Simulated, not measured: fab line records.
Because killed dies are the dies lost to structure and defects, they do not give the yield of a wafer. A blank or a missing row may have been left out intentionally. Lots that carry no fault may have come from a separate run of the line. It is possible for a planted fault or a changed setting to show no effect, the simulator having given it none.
Matching of chambers | flow n5 finfet | N5_SDB_DESCUM_16 on rie diel-05 has 4 sister chambers
The step chemistry O2, time 7.9 s. 4 wafers are shown with their chamber, then 7 later ones without.

## WAFERS, EACH WITH ITS CHAMBER
wafer  | chamber | showerhead plenum p Torr (Torr)
L079.6 | 3       | 2.24
L088.2 | 2       | 2.07
L093.1 | 1       | 2.07
L093.3 | 0       | 2.05

## WAFERS WITH NO CHAMBER GIVEN
wafer  | showerhead plenum p Torr (Torr)
L093.6 | 2.05
L094.2 | 2.05
L094.3 | 2.23
L094.6 | 2.07
L095.1 | 2.07
L095.2 | 2.23
L095.5 | 2.07

## WHICH CHAMBER EACH WENT THROUGH
wafer  | from the rows above     | in truth
L093.6 | 0                       | 0
L094.2 | 0                       | 0
L094.3 | 3                       | 3
L094.6 | can't be placed: 1 or 2 | 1
L095.1 | can't be placed: 1 or 2 | 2
L095.2 | 3                       | 3
L095.5 | can't be placed: 1 or 2 | 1
Correctly placed: 4 of 7. Can't be placed from these rows: 3 (the true chamber is among the candidates in 3). 0 placed wrongly.
How it was worked out, from the rows above alone: a wafer's distance from a chamber is the root of the sum, over the readings, of the square of ((its reading less the chamber's mean) divided by the reading's scatter). If the next closest chamber is less than 2 further off than the closest, the wafer can't be placed; otherwise it belongs to the closest. A chamber's mean is the mean of its shown wafers. The scatter (one wafer shown for each chamber): square how far every hidden wafer sits from the nearest shown wafer, average those squares and take the square root.
